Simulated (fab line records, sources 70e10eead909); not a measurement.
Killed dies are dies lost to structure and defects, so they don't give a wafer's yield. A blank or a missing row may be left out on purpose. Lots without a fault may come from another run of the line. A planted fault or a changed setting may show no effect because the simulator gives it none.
A struck lot beside a sound one | flow nand_harc | 44 steps out of a route of 1302
Sound: wafers L699.1, L699.2, L699.6. Struck: wafers L705.1, L705.3, L705.5. The cause comes at the end.
At each step with rows: each side's tool, then ch and its chambers, then its first start. Under that, the readings that differ: sound wafers | struck wafers | difference of the means | sigmas: that difference in standard deviations of wafers without a fault.
alike: readings whose means differ by less than 2 such deviations, and words and numbers that are the same on both sides. not compared: withheld readings, readings that some wafer has no value for, bounds like >300 that may hide the same value, and numbers for which the record gives no deviation and whose values overlap.
The two part at a step that has a row with sigmas, a row that says differs or no value, or rows on one side only. Numbers that don't overlap but have no deviation are shown without sigmas and don't part them. A reading that every wafer of one side lacks parts them only if that side has two wafers or more.

first, 6 steps without rows for these wafers: NHARC_P_ZERO_WELL_COAT_18; NHARC_P_ZERO_WELL_SOFTBAKE_19 (time 95 s); NHARC_P_ZERO_WELL_EBR_20; NHARC_P_ZERO_WELL_EXPOSE_21 (exposes mask P NWELL, target cd 720 nm); NHARC_P_ZERO_WELL_PEB_22 (peb time 85 s); NHARC_P_ZERO_WELL_DEVELOP_23 (time 70 s).
NHARC_P_ZERO_WELL_CD_MEAS_24: target cd 720 nm.
  sound on cd_sem-02 ch 0, day 4 10:46; struck on cd_sem-02 ch 0, day 6 22:52
  alike: cd_nm
then, 1 step without rows for these wafers: NHARC_P_ZERO_WELL_HARDBAKE_25 (time 80 s).
NHARC_P_ZERO_WELL_DESCUM_26: chemistry O2, time 3 s.
  sound on rie_diel-05 ch 0,3, day 4 10:56; struck on rie_diel-05 ch 1,2,3, day 6 23:02
  alike: drypump_motor_current_A, oes_product_au, rf_vpp_V, showerhead_plenum_p_Torr, throttle_valve_pct
  not compared: rf_hours_counter_h
then, 3 steps without rows for these wafers: NHARC_P_ZERO_WELL_IMPLANT_27; NHARC_P_ZERO_WELL_IMPLANT_57; NHARC_P_ZERO_WELL_IMPLANT_58.
NHARC_P_ZERO_WELL_STRIP_28: strips in SPM, time 840 s.
  sound on wet_bench-06 ch 0,2,7, day 4 11:39; struck on wet_bench-06 ch 2,3,4, day 6 23:46
then, 8 steps without rows for these wafers: NHARC_P_ZERO_WELL_DEHYDRATE_29 (time 120 s); NHARC_P_ZERO_WELL_HMDS_30 (time 30 s); NHARC_P_ZERO_WELL_COAT_31; NHARC_P_ZERO_WELL_SOFTBAKE_32 (time 95 s); NHARC_P_ZERO_WELL_EBR_33; NHARC_P_ZERO_WELL_EXPOSE_34 (exposes mask P PWELL, target cd 720 nm); NHARC_P_ZERO_WELL_PEB_35 (peb time 85 s); NHARC_P_ZERO_WELL_DEVELOP_36 (time 70 s).
NHARC_P_ZERO_WELL_CD_MEAS_37: target cd 720 nm.
  sound on cd_sem-02 ch 0, day 4 12:24; struck on cd_sem-01 ch 0, day 7 00:31
  alike: cd_nm
then, 1 step without rows for these wafers: NHARC_P_ZERO_WELL_HARDBAKE_38 (time 80 s).
NHARC_P_ZERO_WELL_DESCUM_39: chemistry O2, time 3 s.
  sound on rie_diel-13 ch 0,1,3, day 4 12:35; struck on rie_diel-05 ch 1,3, day 7 00:40
  reading                     | sound       | struck      | difference | sigmas
  drypump_motor_current_A (A) | 6.5 6.1 6.4 | 5.5 5.5 5.5 | -0.8       | -2
  alike: oes_product_au, rf_vpp_V, showerhead_plenum_p_Torr, throttle_valve_pct
  not compared: rf_hours_counter_h
then, 12 steps without rows for these wafers: NHARC_P_ZERO_WELL_IMPLANT_40; NHARC_P_ZERO_WELL_IMPLANT_59; NHARC_P_ZERO_WELL_IMPLANT_60; NHARC_P_ZERO_WELL_STRIP_41 (strips in SPM, time 840 s); NHARC_P_ZERO_WELL_DEHYDRATE_44 (time 120 s); NHARC_P_ZERO_WELL_HMDS_45 (time 30 s); NHARC_P_ZERO_WELL_COAT_46; NHARC_P_ZERO_WELL_SOFTBAKE_47 (time 95 s); NHARC_P_ZERO_WELL_EBR_48; NHARC_P_ZERO_WELL_EXPOSE_49 (exposes mask P HVPW, target cd 2000 nm); NHARC_P_ZERO_WELL_PEB_50 (peb time 85 s); NHARC_P_ZERO_WELL_DEVELOP_51 (time 70 s).
NHARC_P_ZERO_WELL_CD_MEAS_52: target cd 2000 nm.
  sound on cd_sem-02 ch 0, day 4 14:03; struck on cd_sem-03 ch 0, day 7 02:01
  alike: cd_nm
then, 1 step without rows for these wafers: NHARC_P_ZERO_WELL_HARDBAKE_53 (time 80 s).
NHARC_P_ZERO_WELL_DESCUM_54: chemistry O2, time 3 s.
  sound on rie_diel-05 ch 0,1, day 4 14:14; struck on rie_diel-05 ch 1,3, day 7 02:12
  alike: drypump_motor_current_A, oes_product_au, rf_vpp_V, showerhead_plenum_p_Torr, throttle_valve_pct
  not compared: rf_hours_counter_h
then, 3 steps without rows for these wafers: NHARC_P_ZERO_WELL_IMPLANT_55; NHARC_P_ZERO_WELL_IMPLANT_61; NHARC_P_ZERO_WELL_STRIP_56 (strips in SPM, time 840 s).
NHARC_P_ZERO_WELL_INSPECT_43:
  sound on defect_inspect-01, day 4 15:53; struck on defect_inspect-01, day 7 03:59
  reading          | sound   | struck      | difference | sigmas
  raw_defect_count | 14 17 4 | 443 447 387 | +414       | +67
-- the record jumps here: 23 days lie between the struck wafers' starts before and after (it left off in module P_ZERO_WELL and takes up again in module END, whose first step shown is number 1302 of the route) --
NHARC_END_SORT_01:
  the record has rows for the struck wafers here (prober-01 ch 0, day 29 18:26) and none for the sound ones

WHERE THEY PART
First at NHARC_P_ZERO_WELL_DESCUM_39; last, within this record, at NHARC_END_SORT_01.

WHY: what the simulator had put in
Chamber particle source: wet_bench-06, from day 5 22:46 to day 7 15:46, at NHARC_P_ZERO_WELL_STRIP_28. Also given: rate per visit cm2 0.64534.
